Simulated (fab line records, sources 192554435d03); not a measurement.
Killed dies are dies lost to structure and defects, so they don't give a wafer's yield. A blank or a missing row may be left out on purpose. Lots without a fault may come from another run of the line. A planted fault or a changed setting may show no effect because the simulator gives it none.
Which tool did it? | flow n5_finfet | 24 lots, 72 wafers sampled, at 6 steps of a route of 1938

WHAT THE GAUGES READ, wafer by wafer
N5_BEOL_M6_OVL_MEAS_29.
lot  | measured     | on         | V5_OVL (nm)
L074 | day 9 18:59  | overlay-01 | 2.0 0.9 0.8
L075 | day 9 21:54  | overlay-02 | -0.7 -0.1 0.4
L076 | day 10 03:11 | overlay-01 | -2.0 -0.9 -1.5
L078 | day 10 18:03 | overlay-01 | -0.8 -1.2 -1.4
L077 | day 11 02:58 | overlay-01 | 0.8 0.5 0.2
L079 | day 11 19:53 | overlay-01 | 0.1 -1.1 -0.5
L080 | day 11 19:59 | overlay-01 | -1.3 -1.4 -1.5
L081 | day 11 23:53 | overlay-02 | -1.0 -1.1 -2.2
L082 | day 12 04:34 | overlay-01 | -1.4 -0.1 -0.5
L083 | day 13 05:36 | overlay-02 | -1.2 -1.1 -0.9
L084 | day 13 17:49 | overlay-02 | 1.0 1.1 0.4
L085 | day 13 21:38 | overlay-01 | 1.3 0.4 -0.2
L086 | day 14 03:42 | overlay-01 | -0.2 -0.5 -0.8
L088 | day 14 03:52 | overlay-02 | -1.1 -0.3 0.2
L087 | day 14 08:50 | overlay-01 | -1.8 -1.4 -2.0
L089 | day 14 13:32 | overlay-02 | -1.2 -0.1 -0.2
L090 | day 14 13:44 | overlay-02 | 0.7 -1.2 0.2
L092 | day 14 17:11 | overlay-01 | 0.1 -0.2 0.4
L094 | day 15 03:41 | overlay-01 | 0.2 -0.3 -1.1
L091 | day 15 05:49 | overlay-01 | 0.8 0.8 0.6
L095 | day 15 09:41 | overlay-02 | -1.2 0.7 -0.2
L093 | day 15 14:07 | overlay-02 | 0.2 0.4 0.0
L096 | day 15 13:44 | overlay-02 | -0.7 -1.4 -1.0
L097 | day 16 21:55 | overlay-02 | 0.9 1.2 1.6

N5_BEOL_M7_THK_MEAS_01.
lot  | measured     | on            | M7_ILD_THK (nm)
L074 | day 9 22:39  | film_metro-02 | 156.0 156.6 154.5
L075 | day 10 01:28 | film_metro-01 | 152.1 154.2 153.8
L076 | day 10 08:44 | film_metro-02 | 156.0 153.9 154.0
L078 | day 10 23:08 | film_metro-02 | 151.7 158.7 157.1
L077 | day 11 07:27 | film_metro-01 | 156.2 156.4 152.2
L079 | day 12 00:25 | film_metro-01 | 156.3 154.0 156.6
L080 | day 12 00:37 | film_metro-02 | 155.9 156.4 156.0
L081 | day 12 04:59 | film_metro-02 | 151.6 152.3 154.0
L082 | day 12 08:01 | film_metro-01 | 152.6 157.4 154.5
L083 | day 13 10:33 | film_metro-02 | 153.4 154.9 158.3
L084 | day 13 23:10 | film_metro-02 | 156.1 158.4 155.7
L085 | day 14 02:25 | film_metro-02 | 156.3 155.9 159.8
L086 | day 14 07:59 | film_metro-02 | 154.0 155.1 154.0
L088 | day 14 08:05 | film_metro-02 | 150.7 152.3 157.3
L087 | day 14 13:22 | film_metro-02 | 153.4 152.6 154.8
L089 | day 14 18:29 | film_metro-01 | 155.7 154.6 156.8
L090 | day 14 19:42 | film_metro-02 | 156.9 154.2 154.9
L092 | day 14 22:28 | film_metro-02 | 156.6 158.9 156.2
L094 | day 15 07:59 | film_metro-02 | 157.5 155.6 158.6
L091 | day 15 10:26 | film_metro-02 | 154.1 154.5 156.7
L095 | day 15 14:10 | film_metro-01 | 158.8 159.1 162.4
L093 | day 15 19:02 | film_metro-02 | 156.6 153.9 158.9
L096 | day 15 18:20 | film_metro-01 | 152.5 152.9 154.4
L097 | day 17 01:44 | film_metro-01 | 157.0 156.6 159.4

N5_BEOL_M7_CD_MEAS_11: target cd 38.5 nm.
lot  | measured     | on        | cd_nm (nm)
L074 | day 9 23:17  | cd_sem-02 | 38.7 38.8 37.9
L075 | day 10 03:24 | cd_sem-03 | 37.8 38.5 37.6
L076 | day 10 10:07 | cd_sem-03 | 38.9 38.8 38.7
L078 | day 11 00:41 | cd_sem-03 | 38.9 39.4 39.2
L077 | day 11 09:19 | cd_sem-03 | 38.1 38.2 38.2
L079 | day 12 01:01 | cd_sem-02 | 38.5 37.9 38.2
L080 | day 12 01:13 | cd_sem-02 | 38.4 38.6 38.5
L081 | day 12 05:35 | cd_sem-02 | 38.7 39.0 39.4
L082 | day 12 09:29 | cd_sem-02 | 38.1 37.9 38.0
L083 | day 13 12:37 | cd_sem-01 | 37.7 37.9 37.7
L084 | day 14 01:11 | cd_sem-02 | 37.9 38.7 38.2
L085 | day 14 04:21 | cd_sem-03 | 38.4 38.4 38.4
L086 | day 14 09:56 | cd_sem-03 | 38.6 39.4 39.3
L088 | day 14 10:06 | cd_sem-03 | 38.8 38.9 39.2
L087 | day 14 15:08 | cd_sem-01 | 37.4 38.1 37.4
L089 | day 14 18:58 | cd_sem-03 | 39.0 38.9 39.5
L090 | day 14 23:37 | cd_sem-03 | 38.5 39.2 38.9
L092 | day 15 00:23 | cd_sem-01 | 38.8 38.2 39.0
L094 | day 15 09:44 | cd_sem-01 | 39.0 39.3 38.9
L091 | day 15 11:07 | cd_sem-01 | 38.9 39.4 38.7
L095 | day 15 14:52 | cd_sem-02 | 37.7 38.3 38.2
L093 | day 15 22:10 | cd_sem-03 | 38.6 38.2 38.6
L096 | day 15 22:01 | cd_sem-03 | 38.4 39.5 38.6
L097 | day 17 02:26 | cd_sem-02 | 38.7 37.5 37.4

WHICH TOOL RAN EACH LOT (tool, then ch and the chambers of the sampled wafers, then the start)
lot  | N5_BEOL_M5_CMP_52             | N5_BEOL_M6_STRIP_67                | N5_BEOL_M6_ETCH_65
L074 | cmp-04 ch 0,1,2, day 9 11:06  | rie_diel-04 ch 0,3, day 9 13:41    | rie_diel-06 ch 0,1,3, day 9 19:07
L075 | cmp-03 ch 1,2,3, day 9 17:07  | rie_diel-04 ch 0,1,2, day 9 19:05  | rie_diel-04 ch 1,2, day 9 22:02
L076 | cmp-02 ch 2,3, day 9 20:14    | rie_diel-01 ch 0,3, day 9 23:44    | rie_diel-04 ch 1,2,3, day 10 03:20
L078 | cmp-04 ch 1,2,3, day 10 14:26 | rie_diel-01 ch 2,3, day 10 17:29   | rie_diel-01 ch 1,2, day 10 18:15
L077 | cmp-04 ch 0,1,3, day 10 20:33 | rie_diel-01 ch 0,1, day 11 00:07   | rie_diel-06 ch 1,2,3, day 11 03:49
L079 | cmp-04 ch 0,1,3, day 11 12:44 | rie_diel-01 ch 0,2,3, day 11 17:32 | rie_diel-04 ch 0,2,3, day 11 20:10
L080 | cmp-02 ch 0,2,3, day 11 14:14 | rie_diel-06 ch 0,1,3, day 11 17:43 | rie_diel-01 ch 0,2,3, day 11 20:34
L081 | cmp-02 ch 1,2,3, day 11 19:02 | rie_diel-01 ch 0,1,3, day 11 21:53 | rie_diel-04 ch 0,1,3, day 12 00:02
L082 | cmp-04 ch 0,1, day 11 21:43   | rie_diel-01 ch 0,3, day 12 00:06   | rie_diel-04 ch 0,2,3, day 12 04:44
L083 | cmp-02 ch 2,3, day 13 01:01   | rie_diel-06 ch 0,2,3, day 13 04:30 | rie_diel-06 ch 1,2,3, day 13 05:56
L084 | cmp-02 ch 0,2,3, day 13 12:38 | rie_diel-06 ch 0,3, day 13 16:32   | rie_diel-06 ch 0,1, day 13 17:57
L085 | cmp-02 ch 0,1,2, day 13 18:02 | rie_diel-06 ch 0,1,2, day 13 20:59 | rie_diel-06 ch 0,1, day 13 21:46
L086 | cmp-02 ch 2,3, day 13 21:43   | rie_diel-01 ch 0,3, day 14 01:52   | rie_diel-06 ch 0,2, day 14 03:50
L088 | cmp-04 ch 0,2,3, day 13 22:41 | rie_diel-01 ch 2,3, day 14 02:08   | rie_diel-01 ch 0,2, day 14 04:23
L087 | cmp-03 ch 0,2, day 14 03:50   | rie_diel-04 ch 2,3, day 14 06:50   | rie_diel-06 ch 2,3, day 14 09:17
L089 | cmp-04 ch 0,1, day 14 06:45   | rie_diel-06 ch 0,3, day 14 10:43   | rie_diel-06 ch 0,3, day 14 13:40
L090 | cmp-03 ch 0,1,3, day 14 08:59 | rie_diel-04 ch 0,1, day 14 11:34   | rie_diel-04 ch 2,3, day 14 13:53
L092 | cmp-02 ch 0,1,2, day 14 14:31 | rie_diel-06 ch 2,3, day 14 16:37   | rie_diel-04 ch 0,1, day 14 17:19
L094 | cmp-03 ch 0,1, day 14 23:36   | rie_diel-01 ch 0,3, day 15 02:03   | rie_diel-06 ch 1,2,3, day 15 03:50
L091 | cmp-02 ch 2,3, day 15 01:40   | rie_diel-06 ch 1,3, day 15 05:07   | rie_diel-01 ch 0,1,3, day 15 05:56
L095 | cmp-04 ch 2,3, day 15 05:54   | rie_diel-06 ch 0,3, day 15 08:40   | rie_diel-04 ch 1,3, day 15 09:50
L093 | cmp-04 ch 1,2,3, day 15 09:19 | rie_diel-06 ch 0,1,2, day 15 11:50 | rie_diel-04 ch 0,1,3, day 15 14:22
L096 | cmp-04 ch 0,1,2, day 15 10:14 | rie_diel-06 ch 0,1,3, day 15 12:20 | rie_diel-06 ch 0,2,3, day 15 14:01
L097 | cmp-03 ch 0,1,2, day 16 15:01 | rie_diel-01 ch 0,2,3, day 16 19:17 | rie_diel-06 ch 0,2,3, day 16 22:07
- N5_BEOL_M5_CMP_52: polishes, stops on SiCOH lowk, t overpolish 6.9 s, target thk 62 nm.
- N5_BEOL_M6_STRIP_67: strips in CF4.
- N5_BEOL_M6_ETCH_65: etches SiARC in CF4, target depth 15.6 nm, time 26 s.

WHAT THE TOOLS THEMSELVES READ (means of the sampled wafers that have a number; where no wafer has one, the mark that the record gives instead)
N5_BEOL_M5_CMP_52.
lot  | tool   | barrier_field_endpoint_s (s) | motor_current_A (A) | overpolish_run_s (s) | retaining_ring_pressure_frac | slurry_filter_dp_kPa (kPa) | time_to_endpoint_s (s)
L074 | cmp-04 | 23.9                         | 5.4                 | 6.902                | 0.998                        | 13.52                      | 61
L075 | cmp-03 | 25.4                         | 6.1                 | 6.897                | 0.999                        | 13.43                      | 62
L076 | cmp-02 | 24.5                         | 6.4                 | 6.903                | 1.002                        | 13.54                      | 63
L078 | cmp-04 | 25.1                         | 5.5                 | 6.895                | 0.996                        | 13.38                      | 61
L077 | cmp-04 | 23.6                         | 5.6                 | 6.905                | 0.999                        | 13.51                      | 61
L079 | cmp-04 | 24.5                         | 5.4                 | 6.896                | 1.000                        | 13.52                      | 63
L080 | cmp-02 | 25.3                         | 6.4                 | 6.900                | 1.003                        | 13.50                      | 61
L081 | cmp-02 | 24.5                         | 6.0                 | 6.898                | 1.000                        | 13.46                      | 61
L082 | cmp-04 | 25.5                         | 5.3                 | 6.900                | 0.999                        | 13.64                      | 67
L083 | cmp-02 | 23.9                         | 6.3                 | 6.903                | 0.999                        | 13.49                      | 57
L084 | cmp-02 | 24.5                         | 6.4                 | 6.896                | 1.002                        | 13.67                      | 61
L085 | cmp-02 | 25.2                         | 6.0                 | 6.906                | 1.003                        | 13.52                      | 65
L086 | cmp-02 | 24.6                         | 6.2                 | 6.900                | 1.003                        | 13.50                      | 63
L088 | cmp-04 | 24.3                         | 5.5                 | 6.896                | 1.004                        | 13.54                      | 65
L087 | cmp-03 | 24.5                         | 6.6                 | 6.905                | 1.002                        | 13.49                      | 63
L089 | cmp-04 | 24.8                         | 5.3                 | 6.899                | 0.997                        | 13.43                      | 66
L090 | cmp-03 | 25.0                         | 6.0                 | 6.887                | 1.001                        | 13.44                      | 61
L092 | cmp-02 | 24.6                         | 5.8                 | 6.894                | 0.999                        | 13.65                      | 61
L094 | cmp-03 | 24.6                         | 6.3                 | 6.898                | 1.002                        | 13.53                      | 64
L091 | cmp-02 | 25.0                         | 6.3                 | 6.897                | 1.003                        | 13.51                      | 63
L095 | cmp-04 | 24.6                         | 5.9                 | 6.901                | 1.004                        | 13.62                      | 65
L093 | cmp-04 | 25.5                         | 5.5                 | 6.896                | 1.006                        | 13.69                      | 68
L096 | cmp-04 | 24.3                         | 5.3                 | 6.906                | 1.000                        | 13.39                      | 63
L097 | cmp-03 | 24.3                         | 6.1                 | 6.894                | 1.003                        | 13.57                      | 62

N5_BEOL_M6_STRIP_67.
lot  | tool        | drypump_motor_current_A (A) | oes_product_au (a.u.) | rf_vpp_V (V) | showerhead_plenum_p_Torr (Torr) | throttle_valve_pct (%)
L074 | rie_diel-04 | 5.6                         | 0.90                  | 271.3        | 1.84                            | 13.11
L075 | rie_diel-04 | 6.1                         | 0.79                  | 271.4        | 1.82                            | 13.58
L076 | rie_diel-01 | 5.7                         | 0.86                  | 273.2        | 1.87                            | 13.11
L078 | rie_diel-01 | 5.4                         | 0.84                  | 272.4        | 1.84                            | 13.29
L077 | rie_diel-01 | 5.7                         | 0.81                  | 272.9        | 1.88                            | 13.32
L079 | rie_diel-01 | 5.7                         | 0.83                  | 272.8        | 1.86                            | 13.22
L080 | rie_diel-06 | 5.2                         | 0.79                  | 270.7        | 1.78                            | 13.49
L081 | rie_diel-01 | 5.5                         | 0.80                  | 272.4        | 1.86                            | 13.42
L082 | rie_diel-01 | 5.7                         | 0.85                  | 272.0        | 1.86                            | 13.15
L083 | rie_diel-06 | 5.2                         | 0.82                  | 271.7        | 1.79                            | 13.30
L084 | rie_diel-06 | 5.1                         | 0.80                  | 270.8        | 1.80                            | 13.32
L085 | rie_diel-06 | 5.5                         | 0.84                  | 271.5        | 1.81                            | 13.29
L086 | rie_diel-01 | 5.7                         | 0.82                  | 272.8        | 1.86                            | 13.20
L088 | rie_diel-01 | 5.4                         | 0.81                  | 271.5        | 1.83                            | 13.35
L087 | rie_diel-04 | 5.8                         | 0.74                  | 270.1        | 1.78                            | 13.58
L089 | rie_diel-06 | 5.0                         | 0.92                  | 273.8        | 1.89                            | 13.20
L090 | rie_diel-04 | 6.1                         | 0.80                  | 272.3        | 1.83                            | 13.46
L092 | rie_diel-06 | 5.4                         | 0.90                  | 273.8        | 1.85                            | 13.13
L094 | rie_diel-01 | 5.4                         | 0.82                  | 273.5        | 1.84                            | 13.30
L091 | rie_diel-06 | 5.4                         | 0.82                  | 271.8        | 1.83                            | 13.55
L095 | rie_diel-06 | 5.0                         | 0.89                  | 272.4        | 1.89                            | 13.21
L093 | rie_diel-06 | 5.4                         | 0.82                  | 271.0        | 1.81                            | 13.32
L096 | rie_diel-06 | 5.2                         | 0.84                  | 271.5        | 1.84                            | 13.36
L097 | rie_diel-01 | 5.7                         | 0.78                  | 273.6        | 1.84                            | 13.32

N5_BEOL_M6_ETCH_65.
lot  | tool        | drypump_motor_current_A (A) | etch_rf_on_time_s (s) | oes_product_au (a.u.) | rf_vpp_V (V) | showerhead_plenum_p_Torr (Torr) | throttle_valve_pct (%)
L074 | rie_diel-06 | 5.2                         | 26.2                  | 0.69                  | 184.9        | 2.13                            | 15.4
L075 | rie_diel-04 | 6.1                         | 26.0                  | 0.61                  | 184.4        | 2.18                            | 15.9
L076 | rie_diel-04 | 5.9                         | 26.1                  | 0.65                  | 184.9        | 2.17                            | 15.6
L078 | rie_diel-01 | 5.5                         | 26.5                  | 0.63                  | 184.8        | 2.22                            | 15.7
L077 | rie_diel-06 | 5.4                         | 26.4                  | 0.68                  | 183.2        | 2.12                            | 15.5
L079 | rie_diel-04 | 5.8                         | 26.1                  | 0.69                  | 184.1        | 2.16                            | 15.3
L080 | rie_diel-01 | 5.7                         | 25.8                  | 0.71                  | 185.3        | 2.23                            | 15.3
L081 | rie_diel-04 | 5.9                         | 25.7                  | 0.70                  | 184.5        | 2.19                            | 15.4
L082 | rie_diel-04 | 5.8                         | 26.2                  | 0.69                  | 184.1        | 2.16                            | 15.4
L083 | rie_diel-06 | 5.3                         | 26.1                  | 0.67                  | 183.2        | 2.12                            | 15.5
L084 | rie_diel-06 | 5.3                         | 26.4                  | 0.71                  | 183.9        | 2.16                            | 15.3
L085 | rie_diel-06 | 5.3                         | 25.9                  | 0.71                  | 184.4        | 2.16                            | 15.3
L086 | rie_diel-06 | 5.3                         | 25.9                  | 0.74                  | 183.9        | 2.17                            | 15.1
L088 | rie_diel-01 | 5.9                         | 26.4                  | 0.68                  | 185.0        | 2.25                            | 15.2
L087 | rie_diel-06 | 5.4                         | 25.4                  | 0.78                  | 184.7        | 2.21                            | 15.2
L089 | rie_diel-06 | 5.1                         | 26.2                  | 0.76                  | 184.8        | 2.21                            | 15.2
L090 | rie_diel-04 | 5.8                         | 26.4                  | 0.62                  | 183.8        | 2.13                            | 15.6
L092 | rie_diel-04 | 6.1                         | 25.4                  | 0.69                  | 183.7        | 2.18                            | 15.5
L094 | rie_diel-06 | 5.4                         | 25.9                  | 0.74                  | 184.9        | 2.20                            | 15.4
L091 | rie_diel-01 | 5.5                         | 25.5                  | 0.76                  | 184.4        | 2.21                            | 15.3
L095 | rie_diel-04 | 5.7                         | 26.2                  | 0.66                  | 184.6        | 2.18                            | 15.6
L093 | rie_diel-04 | 5.9                         | 25.8                  | 0.67                  | 184.9        | 2.18                            | 15.5
L096 | rie_diel-06 | 5.2                         | 26.1                  | 0.74                  | 185.0        | 2.21                            | 15.2
L097 | rie_diel-06 | 5.3                         | 25.9                  | 0.73                  | 185.0        | 2.20                            | 15.2

THE ANSWER, worked out from the rows above alone
Rule: what is usual is taken from the lots themselves. Put in order of their means at a reading, lots are off if they are a third of the lots or fewer, leave a main group of 4 or more, and stand apart from it by a gap of 3 or more times the standard deviation of the main group's means; of several such gaps the widest counts. A main group whose means are all the same, to the digits that the tables above print for the reading, isn't used. A lot without any number at a reading at which 4 lots or more have one is off too. The other lots that the step has rows for count as sound. The gauges are gone through in route order, then the tools' own readings, and for those a lot's mean is taken as printed above. The first step at which some lot is off is used, and at that step the reading that is off furthest; a lot without a number counts as furthest.
No lot is off at any reading shown: from this, nothing can be told.

WHAT THE SIMULATOR HAD PUT IN
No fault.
